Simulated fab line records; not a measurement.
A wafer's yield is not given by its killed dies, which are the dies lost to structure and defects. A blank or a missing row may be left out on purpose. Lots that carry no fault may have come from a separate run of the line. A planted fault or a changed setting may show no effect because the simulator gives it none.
Matching of chambers    flow nand_harc    4 sister chambers for NHARC_A_BLC_CMP_25 on cmp-03
The step polishes, t overpolish 30 s, target thk 150 nm. 8 wafers are shown with their chamber, then 6 later ones without.

## WAFERS WITH THEIR CHAMBER
wafer   chamber  motor_current_A (A)  overpolish_run_s (s)
L276.4  2        11.5                 30.003
L287.3  1        11.4                 29.994
L287.5  3        13.9                 29.984
L286.2  0        12.5                 30.000
L286.3  1        11.9                 29.998
L295.1  2        11.5                 30.012
L295.3  0        13.0                 30.010
L295.6  3        13.4                 30.002

## WAFERS WITH NO CHAMBER GIVEN
wafer   motor_current_A (A)  overpolish_run_s (s)
L298.1  11.5                 30.001
L298.2  13.1                 29.984
L298.6  12.0                 29.999
L297.2  13.7                 29.991
L297.4  12.2                 30.002
L297.5  11.7                 30.000

## WHICH CHAMBER EACH WENT THROUGH
wafer   from the rows above           in truth
L298.1  can't be placed: 1 or 2       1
L298.2  can't be placed: 3 or 0       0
L298.6  can't be placed: 1 or 2 or 0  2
L297.2  3                             3
L297.4  can't be placed: 0 or 1 or 2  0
L297.5  can't be placed: 1 or 2       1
Correctly placed: 1 of 6. These rows do not allow placing 5 (true chamber among the candidates in 5). Placed wrongly: 0.
How it was worked out, from the rows above alone: a wafer's distance from a chamber is the root of the sum, over the readings, of the square of ((its reading less the chamber's mean) divided by the reading's scatter). If the next closest chamber is less than 2 further off than the closest, the wafer can't be placed; otherwise it belongs to the closest. Each chamber's mean is taken over the wafers shown for it. The scatter is the square root of a quotient: the sum, over the shown wafers, of each reading's squared deviation from its chamber's mean, divided by wafers minus chambers.
